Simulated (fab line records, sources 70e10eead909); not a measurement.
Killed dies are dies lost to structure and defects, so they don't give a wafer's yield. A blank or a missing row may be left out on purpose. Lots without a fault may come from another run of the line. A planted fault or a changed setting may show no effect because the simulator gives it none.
fab line records | flow nand_harc
record lots=6 wafers=18 last_day=33
route steps=1302 shown A_CONTACT@1006
lots that met no fault: from a run of the same line without faults
start_h: hours from the record's first day to the start of the lot's first wafer shown | wait_h: hours since the lot's step before | " the same as in the row above | L1.1+2: a row that stands for several wafers | - no value, or no start given | * or withheld: withheld | < > ~ a bound
route shown NAME@n: a module of which the file shows steps, and the number in the route of the first | usual: mean/standard deviation of fault-free wafers | same: alike in all rows | chamber/n: place in a boat | sites: the reading at each site | _std_site: their standard deviation | _edge_site: outer sites' mean less inner sites' | radius_mm: how far each site lies from the wafer's centre | mask NAME#n: copy n | behind: the tool/chamber that last shaped the wafer | hold: why the lot was held/for how many hours/how that ended | device: the transistor (n, p or np) that didn't switch | end of line: the same wafers' tests at the end of the route | a step without rows: its recipe alone | killed: dies lost to structure and defects at the first sort, not the wafer's yield | map: a wafer's dies, x killed, . not, _ none there
set.NAME: the setting as run; set.NAME@STEP: as run at that earlier step | model.NAME: the simulator's own value behind a step, which no gauge read
lots at some steps of the route; a table a step, a row a wafer
services: from which hour (start_h, from the record's first day; less than 0 if before it) a tool's chamber was out of use, for how many hours, and why
## steps
# step NHARC_A_CONTACT_ETCH_112
# recipe source_w=withheld pressure_mtorr=20 bias_v=3000 time_s=190 target_depth_a=18500 ar_flow_sccm=withheld c4f8_flow_sccm=withheld o2_flow_sccm=withheld chemistry=C4F8/O2/Ar
# usual run_length_s=190/0
# columns lot.wafer tool chamber start_h wait_h rf_hours_counter_h run_length_s
L190.1 har_cap_etch-02 0 560.02 0.2 97 190
L190.3 " 0 " " - 190
L190.6 " 1 " " - 190
L192.2 har_cap_etch-02 1 575.88 0.2 102 190
L192.3 " 1 " " - 190
L192.6 " 1 " " - 190
L200.2 har_cap_etch-01 1 676.82 0.2 28 190
L200.4 " 1 " " - 190
L200.5 " 1 " " - 190
L202.2 har_cap_etch-03 0 688.12 0.2 75 190
L202.3 " 1 " " - 190
L202.6 " 0 " " - 190
L204.2 har_cap_etch-03 0 702.51 0.2 79 190
L204.4 " 0 " " - 190
L204.6 " 0 " " - 190
L205.1 har_cap_etch-01 1 706.84 0.2 33 190
L205.2 " 0 " " 33 190
L205.6 " 1 " " - 190
# step NHARC_A_CONTACT_ETCH_113
# recipe source_w=withheld pressure_mtorr=20 bias_v=3000 time_s=190 target_depth_a=18500 ar_flow_sccm=withheld c4f8_flow_sccm=withheld o2_flow_sccm=withheld chemistry=C4F8/O2/Ar
# step NHARC_A_CONTACT_ETCH_114
# recipe source_w=withheld pressure_mtorr=20 bias_v=3000 time_s=190 target_depth_a=18500 ar_flow_sccm=withheld c4f8_flow_sccm=withheld o2_flow_sccm=withheld chemistry=C4F8/O2/Ar
# step NHARC_A_CONTACT_ETCH_115
# recipe source_w=withheld pressure_mtorr=20 bias_v=3000 time_s=190 target_depth_a=18500 ar_flow_sccm=withheld c4f8_flow_sccm=withheld o2_flow_sccm=withheld chemistry=C4F8/O2/Ar
# step NHARC_A_CONTACT_ETCH_116
# recipe source_w=withheld pressure_mtorr=20 bias_v=3000 time_s=190 target_depth_a=18500 ar_flow_sccm=withheld c4f8_flow_sccm=withheld o2_flow_sccm=withheld chemistry=C4F8/O2/Ar
# usual run_length_s=190/0
# columns lot.wafer tool chamber start_h wait_h rf_hours_counter_h run_length_s
L190.1 har_cap_etch-02 0 560.71 0.1 97 190
L190.3 " 0 " " - 190
L190.6 " 1 " " - 190
L192.2 har_cap_etch-02 1 576.57 0.1 103 190
L192.3 " 1 " " - 190
L192.6 " 1 " " - 190
L200.2 har_cap_etch-01 1 677.50 0.1 29 190
L200.4 " 1 " " - 190
L200.5 " 1 " " - 190
L202.2 har_cap_etch-03 0 688.81 0.1 76 190
L202.3 " 1 " " - 190
L202.6 " 0 " " - 190
L204.2 har_cap_etch-03 0 703.19 0.1 80 190
L204.4 " 0 " " - 190
L204.6 " 0 " " - 190
L205.1 har_cap_etch-01 1 707.52 0.1 34 190
L205.2 " 0 " " 34 190
L205.6 " 1 " " - 190
# step NHARC_A_CONTACT_ETCH_117
# recipe source_w=withheld pressure_mtorr=20 bias_v=3000 time_s=190 target_depth_a=18500 ar_flow_sccm=withheld c4f8_flow_sccm=withheld o2_flow_sccm=withheld chemistry=C4F8/O2/Ar
# usual run_length_s=190/0
# columns lot.wafer tool chamber start_h wait_h rf_hours_counter_h run_length_s
L190.1 har_cap_etch-02 0 560.88 0.1 98 190
L190.3 " 0 " " - 190
L190.6 " 1 " " - 190
L192.2 har_cap_etch-02 1 576.74 0.1 103 190
L192.3 " 1 " " - 190
L192.6 " 1 " " - 190
L200.2 har_cap_etch-01 1 677.67 0.1 29 190
L200.4 " 1 " " - 190
L200.5 " 1 " " - 190
L202.2 har_cap_etch-03 0 688.98 0.1 76 190
L202.3 " 1 " " - 190
L202.6 " 0 " " - 190
L204.2 har_cap_etch-03 0 703.36 0.1 80 190
L204.4 " 0 " " - 190
L204.6 " 0 " " - 190
L205.1 har_cap_etch-01 1 707.69 0.1 34 190
L205.2 " 0 " " 34 190
L205.6 " 1 " " - 190
# step NHARC_A_CONTACT_ETCH_118
# recipe source_w=withheld pressure_mtorr=20 bias_v=3000 time_s=190 target_depth_a=18500 ar_flow_sccm=withheld c4f8_flow_sccm=withheld o2_flow_sccm=withheld chemistry=C4F8/O2/Ar
# step NHARC_A_CONTACT_ETCH_119
# recipe source_w=withheld pressure_mtorr=20 bias_v=3000 time_s=190 target_depth_a=18500 ar_flow_sccm=withheld c4f8_flow_sccm=withheld o2_flow_sccm=withheld chemistry=C4F8/O2/Ar
# step NHARC_A_CONTACT_ETCH_120
# recipe source_w=withheld pressure_mtorr=20 bias_v=3000 time_s=190 target_depth_a=18500 ar_flow_sccm=withheld c4f8_flow_sccm=withheld o2_flow_sccm=withheld chemistry=C4F8/O2/Ar
# usual run_length_s=190/0
# columns lot.wafer tool chamber start_h wait_h rf_hours_counter_h run_length_s
L190.1 har_cap_etch-02 0 561.39 0.1 98 190
L190.3 " 0 " " - 190
L190.6 " 1 " " - 190
L192.2 har_cap_etch-02 1 577.25 0.1 103 190
L192.3 " 1 " " - 190
L192.6 " 1 " " - 190
L200.2 har_cap_etch-01 1 678.18 0.1 29 190
L200.4 " 1 " " - 190
L200.5 " 1 " " - 190
L202.2 har_cap_etch-03 0 689.49 0.1 77 190
L202.3 " 1 " " - 190
L202.6 " 0 " " - 190
L204.2 har_cap_etch-03 0 703.87 0.1 81 190
L204.4 " 0 " " - 190
L204.6 " 0 " " - 190
L205.1 har_cap_etch-01 1 708.21 0.1 35 190
L205.2 " 0 " " 35 190
L205.6 " 1 " " - 190
# step NHARC_A_CONTACT_ETCH_121
# recipe source_w=withheld pressure_mtorr=20 bias_v=3000 time_s=190 target_depth_a=18500 ar_flow_sccm=withheld c4f8_flow_sccm=withheld o2_flow_sccm=withheld chemistry=C4F8/O2/Ar
# step NHARC_A_CONTACT_ETCH_122
# recipe source_w=withheld pressure_mtorr=20 bias_v=3000 time_s=190 target_depth_a=18500 ar_flow_sccm=withheld c4f8_flow_sccm=withheld o2_flow_sccm=withheld chemistry=C4F8/O2/Ar
# step NHARC_A_CONTACT_ETCH_123
# recipe source_w=withheld pressure_mtorr=20 bias_v=400 time_s=490 target_depth_a=21100 ar_flow_sccm=withheld c4f8_flow_sccm=11.5 o2_flow_sccm=7.2 chemistry=C4F8/O2/Ar
# usual run_length_s=521.4/0.55
# columns lot.wafer tool chamber start_h wait_h rf_hours_counter_h run_length_s
L190.1 har_cap_etch-02 0 561.90 0.1 99 521.2
L190.3 " 0 " " - 521.5
L190.6 " 1 " " - 521.1
L192.2 har_cap_etch-02 1 577.76 0.1 104 520.5
L192.3 " 1 " " - 520.9
L192.6 " 1 " " - 520.8
L200.2 har_cap_etch-01 1 678.76 0.2 30 522.1
L200.4 " 1 " " - 521.9
L200.5 " 1 " " - 521.7
L202.2 har_cap_etch-03 0 690.00 0.1 77 522.3
L202.3 " 1 " " - 521.3
L202.6 " 0 " " - 522.2
L204.2 har_cap_etch-03 0 704.38 0.1 81 522.4
L204.4 " 0 " " - 521.8
L204.6 " 0 " " - 522.1
L205.1 har_cap_etch-01 1 708.72 0.1 35 521.6
L205.2 " 0 " " 35 520.7
L205.6 " 1 " " - 522.0
# step NHARC_A_CONTACT_ETCH_90
# recipe target_depth_a=400 over_etch_frac=0.5 time_s=85.7 ion_energy_ev=120 ch3f_flow_sccm=50 o2_flow_sccm=30 ar_flow_sccm=200 rf_w=500 bias_w=100 chemistry=CH3F/O2
# usual drypump_motor_current_A=5.7/0.33 o2_flow_sccm=30.00/0.091 oes_product_au=0.96/0.036 rf_vpp_V=244.2/1.3 run_length_s=107.0/0.38 showerhead_plenum_p_Torr=2.44/0.07 throttle_valve_pct=20.663/0.009
# columns lot.wafer tool chamber start_h wait_h drypump_motor_current_A o2_flow_sccm oes_product_au rf_hours_counter_h rf_vpp_V run_length_s showerhead_plenum_p_Torr throttle_valve_pct
L190.3 rie_diel-13 0 562.87 0.7 5.7 30.14 0.93 6 244.0 107.3 2.42 20.665
L190.1 " 2 " " 6.0 30.01 0.90 5 246.1 106.5 2.53 20.669
L190.6 " 1 " " 5.4 29.97 0.92 - 244.1 107.4 2.39 20.659
L192.3 rie_diel-13 2 578.75 0.7 6.0 30.04 0.93 8 243.7 106.5 2.53 20.677
L192.2 " 0 " " 5.7 29.98 0.93 10 243.1 106.6 2.42 20.670
L192.6 " 2 " " 6.0 30.16 0.92 - 245.1 106.5 2.53 20.678
L200.2 rie_diel-13 1 679.67 0.8 5.4 29.87 1.00 27 243.9 107.4 2.38 20.655
L200.4 " 3 " " 5.3 30.05 1.01 24 244.1 107.1 2.45 20.673
L200.5 " 0 " " 5.7 30.08 1.00 - 244.5 72.9 2.41 20.668
L202.3 rie_diel-13 3 691.00 0.7 5.4 30.02 0.94 26 243.4 107.5 2.45 20.674
L202.2 " 0 " " 5.7 29.94 0.92 29 243.0 72.8 2.41 20.654
L202.6 " 2 " " 6.0 30.00 0.93 - 245.5 106.6 2.52 20.673
L204.2 rie_diel-05 3 705.36 0.9 6.4 30.02 0.99 32 244.1 107.2 2.55 20.652
L204.6 " 0 " " 5.9 30.08 0.99 - 242.1 107.0 2.27 20.660
L204.4 " 1 " " 5.3 30.09 1.00 - 245.6 107.8 2.51 20.666
L205.1 rie_diel-09 0 710.53 1.7 6.1 29.99 0.92 7 243.9 107.0 2.45 20.657
L205.2 " 1 " " 5.5 30.00 0.93 9 244.7 107.5 2.44 20.678
L205.6 " 3 " " 5.5 30.15 0.93 - 244.2 106.9 2.42 20.675
# step NHARC_A_CONTACT_ETCH_96
# recipe target_depth_a=200 over_etch_frac=0.5 time_s=10 ion_energy_ev=250 c4f6_flow_sccm=25 o2_flow_sccm=20 ar_flow_sccm=500 rf_w=600 bias_w=500 chemistry=C4F6/O2
## services
# columns tool chamber start_h hours kind
rie_diel-13 0 559.88 - clean
rie_diel-13 1 559.88 - clean
rie_diel-13 2 559.88 - clean
rie_diel-13 3 559.88 - clean
rie_diel-09 3 560.62 8.5 repair
rie_diel-13 3 562.61 3.0 repair
rie_diel-09 1 566.46 6.7 repair
rie_diel-13 2 569.99 3.3 repair
rie_diel-13 0 584.38 - clean
rie_diel-13 1 584.38 - clean
rie_diel-13 2 584.38 - clean
rie_diel-13 3 584.38 - clean
rie_diel-05 - 587.88 9.0 pm
rie_diel-13 0 609.04 - clean
rie_diel-13 1 609.04 - clean
rie_diel-13 2 609.04 - clean
rie_diel-13 3 609.04 - clean
rie_diel-09 2 618.17 2.1 repair
rie_diel-09 2 631.50 4.8 repair
rie_diel-13 0 633.54 - clean
rie_diel-13 1 633.54 - clean
rie_diel-09 - 674.19 9.0 pm
rie_diel-05 2 693.72 16.0 repair
rie_diel-13 - 703.35 9.0 pm
## key
first_sign step=NHARC_A_CONTACT_ETCH_90 reading=run_length_s direction=down sigmas=90 usual=* struck=*
effect none on later readings
met_at NHARC_A_CONTACT_ETCH_90
struck_wafers L200.5,L202.2
later_rows_left_out L200.5,L202.2
sort_left_out L200.5,L202.2
tester_left_out L200,L202
onset_between 578.75 679.67
fault kind=process_parameter_drift tool=rie_diel-13 chamber=0 onset_h=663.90 steps=NHARC_A_CONTACT_ETCH_90 channel=time_s offset=* shape=step end_h=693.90 acts_in=* stated=*
# tester_left_out: of these lots the tester's yield and bins aren't shown, on N5 and GAA mostly nor the transistor test; their killed dies are dies lost to structure and defects alone, not to doping, threshold or leakage, so they don't give the yield
# sort_left_out: the simulated sort isn't trusted on such a fault, so these wafers' sort isn't shown, and their yield isn't known
# later_rows_left_out: the simulator's readings of these wafers behind a module that went badly wrong aren't trusted and aren't shown, but for the sort
